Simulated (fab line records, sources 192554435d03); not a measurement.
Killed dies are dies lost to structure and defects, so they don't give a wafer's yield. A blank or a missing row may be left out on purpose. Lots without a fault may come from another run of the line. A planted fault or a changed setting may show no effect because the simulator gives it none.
Which tool did it? | flow n5_finfet | 24 lots, 72 wafers sampled, at 1 step of a route of 1938

WHAT THE GAUGES READ, wafer by wafer
N5_BEOL_M2_OVL_MEAS_29. Usual: V1_OVL -0.5 nm, standard deviation 0.63.
lot  | measured     | on         | V1_OVL (nm)    | flag
L074 | day 6 12:17  | overlay-02 | -0.6 -1.7 -0.5 |
L076 | day 6 18:21  | overlay-02 | -0.4 -0.8 -1.5 |
L075 | day 7 03:04  | overlay-01 | -0.9 -0.4 -1.0 |
L077 | day 7 10:08  | overlay-02 | -0.8 0.3 -0.9  |
L078 | day 8 02:54  | overlay-01 | 0.0 -0.5 -0.5  |
L079 | day 8 04:41  | overlay-02 | 0.6 -0.1 0.2   |
L080 | day 8 04:58  | overlay-01 | 0.0 0.0 -0.4   |
L083 | day 8 20:58  | overlay-02 | -1.4 -1.1 -1.6 |
L082 | day 9 04:41  | overlay-01 | -0.9 -0.1 -0.7 |
L081 | day 9 05:13  | overlay-01 | -0.6 -0.1 -0.4 |
L084 | day 9 05:38  | overlay-01 | -0.6 -0.1 -0.7 |
L085 | day 9 06:02  | overlay-01 | 0.8 0.0 0.2    |
L086 | day 9 22:24  | overlay-01 | -0.9 -0.7 -1.1 |
L089 | day 10 07:26 | overlay-02 | 0.5 -0.6 -0.4  |
L087 | day 10 07:57 | overlay-02 | -0.3 -1.4 -1.2 |
L088 | day 10 10:28 | overlay-02 | -0.8 -1.2 -1.1 |
L090 | day 11 00:15 | overlay-02 | -1.7 -2.1 -0.7 |
L091 | day 11 00:37 | overlay-01 | -0.4 -0.8 -1.2 |
L092 | day 11 03:31 | overlay-01 | -1.7 -1.2 -0.2 |
L093 | day 11 11:20 | overlay-02 | -0.2 0.2 -1.1  |
L094 | day 11 19:15 | overlay-01 | -0.2 -0.3 -0.6 |
L095 | day 11 22:59 | overlay-02 | 0.7 0.0 -0.5   |
L097 | day 12 06:10 | overlay-02 | 0.6 -0.7 0.0   |
L096 | day 12 09:48 | overlay-02 | -0.5 -0.1 -1.1 |

WHICH TOOL RAN EACH LOT (tool, then ch and the chambers of the sampled wafers, then the start)
The record holds no process step before these readings.

WHAT THE TOOLS THEMSELVES READ (means of the sampled wafers that have a number; where no wafer has one, the mark that the record gives instead)
The record holds no such reading with a usual standard deviation.

THE ANSWER, worked out from the rows above alone
Rule: a lot is off if the mean of its wafers that have a number lies more than 3 standard deviations from the usual mean. A lot without any number at a reading at which 4 lots or more have one is off too. The other lots that the step has rows for count as sound. The gauges are gone through in route order, then the tools' own readings, and for those a lot's mean is taken as printed above. The first step at which some lot is off is used, and at that step the reading that is off furthest; a lot without a number counts as furthest.
No lot is off at any reading shown: from this, nothing can be told.

WHAT THE SIMULATOR HAD PUT IN
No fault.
